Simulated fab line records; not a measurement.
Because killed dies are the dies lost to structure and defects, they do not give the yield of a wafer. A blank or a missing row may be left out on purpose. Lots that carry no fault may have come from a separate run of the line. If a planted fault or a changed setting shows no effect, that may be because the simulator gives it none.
Split-lot trial + flow n5 finfet + on a route of 1938 steps: 7 lots, 21 wafers read

ON THE SPLIT
At N5_DUMMY_GATE_ETCH_37 (etches SOC in N2/H2, target depth 60 nm, overetch 30 nm), the setting source w was moved away from the recipe's 840 W on 11 of the 21 wafers read, by -13.2% to +12.1%. For the rest of the wafers, this setting stayed at what the recipe calls for.

The split's own step is where the reading is taken.

THE READING
rf vpp V, in V, at N5_DUMMY_GATE_ETCH_37 (etches SOC in N2/H2, target depth 60 nm, overetch 30 nm). A value of 523.7 V with a standard deviation of 2.6 V is what fault-free wafers of this fab line usually give.

| wafer  | tool, chamber at the split | source w as run, W | against the recipe | rf vpp V, V | against lot-mates on the recipe |
|--------|----------------------------|--------------------|--------------------|-------------|---------------------------------|
| L075.1 | rie diel-06, 3             | 840                | recipe             | 524.7       | -                               |
| L075.3 | rie diel-06, 1             | 733                | -12.7%             | 551.7       | +27.0                           |
| L075.4 | rie diel-06, 2             | 733                | -12.7%             | 544.6       | +19.9                           |
| L077.2 | rie diel-06, 1             | 840                | recipe             | 525.7       | -                               |
| L077.4 | rie diel-06, 2             | 840                | recipe             | 520.1       | -                               |
| L077.6 | rie diel-06, 0             | 728.7              | -13.2%             | 547.8       | +24.9                           |
| L084.1 | rie diel-02, 3             | 840                | recipe             | 521.4       | -                               |
| L084.2 | rie diel-02, 1             | 901.2              | +7.3%              | 513.2       | -11.0                           |
| L084.3 | rie diel-02, 2             | 840                | recipe             | 527.0       | -                               |
| L088.2 | rie diel-02, 1             | 840                | recipe             | 524.9       | -                               |
| L088.3 | rie diel-02, 0             | 840                | recipe             | 522.3       | -                               |
| L088.6 | rie diel-02, 1             | 840                | recipe             | 524.9       | -                               |
| L089.1 | rie diel-06, 3             | 743.3              | -11.5%             | 545.2       | +25.2                           |
| L089.5 | rie diel-06, 3             | 743.3              | -11.5%             | 545.3       | +25.3                           |
| L089.6 | rie diel-06, 2             | 840                | recipe             | 520.0       | -                               |
| L091.1 | rie diel-02, 2             | 941.7              | +12.1%             | 506.1       | -16.6                           |
| L091.2 | rie diel-02, 3             | 840                | recipe             | 522.7       | -                               |
| L091.3 | rie diel-02, 0             | 941.7              | +12.1%             | 502.9       | -19.8                           |
| L092.1 | rie diel-03, 3             | 743.6              | -11.5%             | 549.9       | no lot-mate on the recipe       |
| L092.2 | rie diel-03, 0             | 743.6              | -11.5%             | 544.3       | no lot-mate on the recipe       |
| L092.3 | rie diel-03, 1             | 743.6              | -11.5%             | 546.7       | no lot-mate on the recipe       |

FIT RESULTS
A straight line over all 21 wafers: rf vpp V changes by -1.81 V for each +1% of source w; r = -0.98; the points scatter about the line by 2.6 V.
The same after taking each lot's own level away (the mean of its wafers on the recipe; 18 wafers): -1.79 V for each +1%; r = -0.98; scatter 2.7 V.
That fit puts the effect of the largest move of source w on the reading at 24 V.
Across the lots, their own levels run from 520.00 to 524.70 V, a range of 1.8 times the standard deviation given above.
The two slopes agree, so the slope changes little with the lot-to-lot level.
Check: with one of the wafers moved furthest among these (-13.2%) left out of the fit, the line predicts +24.9 V for it against its lot-mates. Against them it came out at +24.9 V.
Tool readings at the split's step, against how far the setting was moved: rf vpp V r = -0.98.

ADDITIONAL SPLITS CARRIED BY THESE WAFERS
These wafers also went through other splits before the reading. Each is held against what the fit with the lots' levels taken away leaves over:
| other split on the same wafers       | wafers away from the commonest value | r with rf vpp V (lot level and that fit taken away) |
|--------------------------------------|--------------------------------------|-----------------------------------------------------|
| N5_ZERO_LAYER_COAT_05 spin rpm       | 11                                   | -0.16                                               |
| N5_ZERO_LAYER_EXPOSE_08 dose mj      | 8                                    | -0.18                                               |
| N5_FIN_SAQP_SPACER1_ALD_24 temp c    | 6                                    | -0.05                                               |
| N5_FIN_SAQP_COAT_68 spin rpm         | 6                                    | +0.16                                               |
| N5_STI_FIN_REVEAL_ETCHBACK_08 time s | 5                                    | +0.29                                               |
| N5_DUMMY_GATE_COAT_09 spin rpm       | 8                                    | +0.06                                               |

THE WHOLE CHAIN: every reading that the file lists as answering this split, in the file's order
| step                  | what it does                                            | reading                                                                             | change (the file's fit)                | r (the file's) |
|-----------------------|---------------------------------------------------------|-------------------------------------------------------------------------------------|----------------------------------------|----------------|
| N5_DUMMY_GATE_ETCH_37 | etches SOC in N2/H2, target depth 60 nm, overetch 30 nm | rf vpp V                                                                            | -1.82 V for each +1% of the setting    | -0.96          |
| N5_DUMMY_GATE_ETCH_37 | etches SOC in N2/H2, target depth 60 nm, overetch 30 nm | SiARC_of_DUMMY_GATE_COAT_35.thk nm (the simulator's own value, which no gauge read) | -0.0301 nm for each +1% of the setting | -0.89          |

FILE'S OWN FIT
rf vpp V changes by -1.82 V for each +1% of source w, r = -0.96.
